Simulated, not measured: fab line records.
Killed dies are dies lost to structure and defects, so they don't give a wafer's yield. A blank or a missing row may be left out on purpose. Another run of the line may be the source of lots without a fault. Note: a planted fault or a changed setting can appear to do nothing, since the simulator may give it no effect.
Chamber matching :: flow n5-finfet :: pecvd-02 running N5_BEOL_M10_PECVD_70: 3 sister chambers
The step deposits SiO2 from TEOS/O2, target thk 20 nm, time 22.7 s. 3 wafers are shown with their chamber, then 7 later ones without.

== WAFERS, EACH WITH ITS CHAMBER ==
wafer: L920.4
chamber: 2
throttle-valve-pct (%): 22.1

wafer: L920.5
chamber: 1
throttle-valve-pct (%): 24.5

wafer: L921.4
chamber: 0
throttle-valve-pct (%): 22.8

== WAFERS WHOSE CHAMBER IS MISSING ==
wafer: L921.6
throttle-valve-pct (%): 21.9

wafer: L934.2
throttle-valve-pct (%): 22.9

wafer: L934.5
throttle-valve-pct (%): 22.0

wafer: L934.6
throttle-valve-pct (%): 24.3

wafer: L937.1
throttle-valve-pct (%): 24.5

wafer: L937.5
throttle-valve-pct (%): 22.8

wafer: L937.6
throttle-valve-pct (%): 24.5

== CHAMBER TAKEN BY EACH ==
wafer: L921.6
from the rows above: 2
in truth: 2

wafer: L934.2
from the rows above: 0
in truth: 0

wafer: L934.5
from the rows above: 2
in truth: 2

wafer: L934.6
from the rows above: 1
in truth: 1

wafer: L937.1
from the rows above: 1
in truth: 1

wafer: L937.5
from the rows above: 0
in truth: 0

wafer: L937.6
from the rows above: 1
in truth: 1
7 of 7 placed correctly. Not placeable from these rows: 0. 0 placed wrongly.
How it was worked out, from the rows above alone: a wafer's distance from a chamber is the root of the sum, over the readings, of the square of ((its reading less the chamber's mean) divided by the reading's scatter). If the next closest chamber is less than 2 further off than the closest, the wafer can't be placed; otherwise it belongs to the closest. The mean given for a chamber averages the wafers shown for that chamber. The scatter: with one shown wafer a chamber, the root of the mean of the squares of how far each hidden wafer lies from its nearest shown one.
